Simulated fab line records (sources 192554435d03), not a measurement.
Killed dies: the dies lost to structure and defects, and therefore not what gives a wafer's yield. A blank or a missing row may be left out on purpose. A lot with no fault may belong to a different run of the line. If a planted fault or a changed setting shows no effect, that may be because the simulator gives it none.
Which tool was responsible? | flow n5Finfet | 24 lots with 72 wafers sampled at 2 steps, on a route of 1938 steps

WHAT THE GAUGES READ, wafer by wafer
N5_BEOL_M11_CD_MEAS_11: target cd 64.1 nm. Usual: cdNm at 64.1 nm, with a standard deviation of 0.41.
lot  | measured     | on       | cdNm (nm)      | flag
L074 | day 10 08:12 | cdSem-01 | 63.5 64.4 64.2 | 
L075 | day 10 13:04 | cdSem-03 | 64.6 64.4 64.4 | 
L076 | day 11 01:30 | cdSem-01 | 63.4 63.7 63.9 | 
L077 | day 11 01:43 | cdSem-03 | 64.0 63.8 63.8 | 
L078 | day 11 04:32 | cdSem-03 | 64.6 64.7 64.5 | 
L081 | day 11 21:19 | cdSem-01 | 64.4 64.2 64.8 | 
L080 | day 12 03:10 | cdSem-01 | 64.2 64.0 64.1 | 
L079 | day 12 03:14 | cdSem-01 | 64.5 63.8 64.2 | 
L082 | day 12 06:38 | cdSem-01 | 62.9 63.8 63.5 | 
L083 | day 12 12:01 | cdSem-01 | 64.5 64.4 64.3 | 
L084 | day 12 20:35 | cdSem-01 | 65.0 63.5 64.1 | 
L086 | day 13 11:18 | cdSem-01 | 64.2 63.5 64.3 | 
L085 | day 13 15:37 | cdSem-01 | 63.9 64.2 64.2 | 
L089 | day 13 19:11 | cdSem-01 | 64.4 63.4 63.8 | 
L087 | day 13 21:37 | cdSem-03 | 64.8 63.5 64.0 | 
L088 | day 13 22:35 | cdSem-01 | 64.6 64.7 64.5 | 
L090 | day 14 13:50 | cdSem-03 | 64.1 64.0 64.5 | 
L093 | day 14 17:32 | cdSem-02 | 64.2 63.7 63.4 | 
L091 | day 14 17:44 | cdSem-03 | 64.2 64.2 63.9 | 
L092 | day 14 23:34 | cdSem-02 | 64.1 63.6 64.2 | 
L094 | day 15 01:39 | cdSem-03 | 64.0 64.4 63.9 | 
L095 | day 16 00:09 | cdSem-03 | 64.1 64.6 64.1 | 
L097 | day 16 02:58 | cdSem-01 | 63.5 63.7 64.4 | 
L096 | day 16 08:53 | cdSem-01 | 64.2 64.1 63.6 | 

N5_BEOL_M11_INSPECT_30: inspects for defects (brightfield). Usual: rawDefectCount at 380, with a standard deviation of 96.
lot  | measured     | on               | rawDefectCount | flag
L074 | day 10 10:40 | defectInspect-02 | 314 416 343    | 
L075 | day 10 15:13 | defectInspect-02 | 448 388 391    | 
L076 | day 11 03:56 | defectInspect-02 | 426 276 340    | 
L077 | day 11 03:46 | defectInspect-02 | 295 338 307    | 
L078 | day 11 05:25 | defectInspect-02 | 403 420 513    | 
L081 | day 11 23:06 | defectInspect-01 | 407 426 338    | 
L080 | day 12 05:50 | defectInspect-01 | 347 409 256    | 
L079 | day 12 06:00 | defectInspect-01 | 415 383 296    | 
L082 | day 12 07:53 | defectInspect-01 | 396 390 292    | 
L083 | day 12 13:01 | defectInspect-02 | 476 571 366    | 
L084 | day 13 00:08 | defectInspect-02 | 575 561 590    | 
L086 | day 13 14:27 | defectInspect-01 | 453 215 247    | 
L085 | day 13 16:55 | defectInspect-02 | 401 295 282    | 
L089 | day 13 20:13 | defectInspect-01 | 282 251 369    | 
L087 | day 14 00:23 | defectInspect-01 | 593 480 357    | 
L088 | day 14 00:03 | defectInspect-02 | 292 296 224    | 
L090 | day 14 17:27 | defectInspect-02 | 290 256 357    | 
L093 | day 14 20:55 | defectInspect-01 | 472 407 521    | 
L091 | day 14 20:43 | defectInspect-02 | 363 370 310    | 
L092 | day 15 00:41 | defectInspect-02 | 521 476 518    | 
L094 | day 15 04:37 | defectInspect-02 | 341 337 291    | 
L095 | day 16 01:34 | defectInspect-01 | 474 346 448    | 
L097 | day 16 09:14 | defectInspect-02 | 304 430 344    | 
L096 | day 16 09:54 | defectInspect-01 | 271 287 318    | 

EACH LOT AND THE TOOL THAT RAN IT (in order: tool; ch and the chambers of the sampled wafers; start)
There is no process step in the record ahead of these readings.

WHAT THE TOOLS THEMSELVES READ (means of the sampled wafers that have a number; where no wafer has one, the mark that the record gives instead)
The record holds no such reading with a usual standard deviation.

THE ANSWER, worked out from the rows above alone
Rule: lot off if the mean of its wafers having a number is beyond 3 standard deviations from the usual mean. Also off: a lot with no number at a reading for which 4 or more lots have one. Where the step has rows for the other lots, those lots are counted as sound. Order of review: gauges by route order, followed by the tools' own readings, for which a lot's mean as printed above is used. The first step at which some lot is off is used, and at that step the reading that is off furthest; a lot without a number counts as furthest.
Across all readings shown, no lot is off: no conclusion can be drawn from this.

WHAT HAD BEEN PUT IN BY THE SIMULATOR
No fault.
